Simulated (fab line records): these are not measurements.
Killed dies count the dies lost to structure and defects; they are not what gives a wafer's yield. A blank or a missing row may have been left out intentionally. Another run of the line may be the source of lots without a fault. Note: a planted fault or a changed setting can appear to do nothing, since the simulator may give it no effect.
Chamber matching / flow n5 finfet / rie diel-02 running N5_PMOS_HMC_CHANNEL_EPI_ETCH_32: 4 sister chambers
The step etches BARC in N2/H2, stops on SiO2, target depth 85.8 nm, time 50.3 s. 8 wafers are shown with their chamber, then 8 later ones without.

## WAFERS WITH THEIR CHAMBER
wafer=L078.1; chamber=2; drypump motor current A (A)=6.6; throttle valve pct (%)=17.90
wafer=L079.1; chamber=1; drypump motor current A (A)=5.4; throttle valve pct (%)=17.42
wafer=L084.1; chamber=1; drypump motor current A (A)=5.4; throttle valve pct (%)=17.46
wafer=L084.2; chamber=0; drypump motor current A (A)=5.2; throttle valve pct (%)=18.16
wafer=L084.5; chamber=2; drypump motor current A (A)=6.7; throttle valve pct (%)=17.96
wafer=L089.2; chamber=0; drypump motor current A (A)=5.2; throttle valve pct (%)=18.18
wafer=L089.6; chamber=3; drypump motor current A (A)=6.7; throttle valve pct (%)=17.71
wafer=L093.1; chamber=3; drypump motor current A (A)=6.5; throttle valve pct (%)=17.70

## WAFERS WITH NO CHAMBER GIVEN
wafer=L093.3; drypump motor current A (A)=5.1; throttle valve pct (%)=18.20
wafer=L093.4; drypump motor current A (A)=5.4; throttle valve pct (%)=17.49
wafer=L094.1; drypump motor current A (A)=6.6; throttle valve pct (%)=17.54
wafer=L094.3; drypump motor current A (A)=5.4; throttle valve pct (%)=17.49
wafer=L094.6; drypump motor current A (A)=6.6; throttle valve pct (%)=17.71
wafer=L096.1; drypump motor current A (A)=5.1; throttle valve pct (%)=18.21
wafer=L096.4; drypump motor current A (A)=6.6; throttle valve pct (%)=17.55
wafer=L096.5; drypump motor current A (A)=5.1; throttle valve pct (%)=18.21

## WHICH CHAMBER EACH WENT THROUGH
wafer=L093.3; from the rows above=0; in truth=0
wafer=L093.4; from the rows above=1; in truth=1
wafer=L094.1; from the rows above=3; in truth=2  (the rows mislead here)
wafer=L094.3; from the rows above=1; in truth=1
wafer=L094.6; from the rows above=3; in truth=3
wafer=L096.1; from the rows above=0; in truth=0
wafer=L096.4; from the rows above=3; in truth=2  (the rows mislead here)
wafer=L096.5; from the rows above=0; in truth=0
Placed correctly: 6 of 8. From these rows, 0 cannot be placed. Wrongly placed: 2.
How it was worked out, from the rows above alone: a wafer's distance from a chamber is the root of the sum, over the readings, of the square of ((its reading less the chamber's mean) divided by the reading's scatter). The wafer belongs to the nearest chamber; if the next one is less than 2 further off, it can't be placed. For every chamber, the mean is computed from those of its wafers that are shown. The scatter: the root of (the sum of the squares of (reading less its chamber's mean) over the shown wafers, divided by (wafers less chambers)).
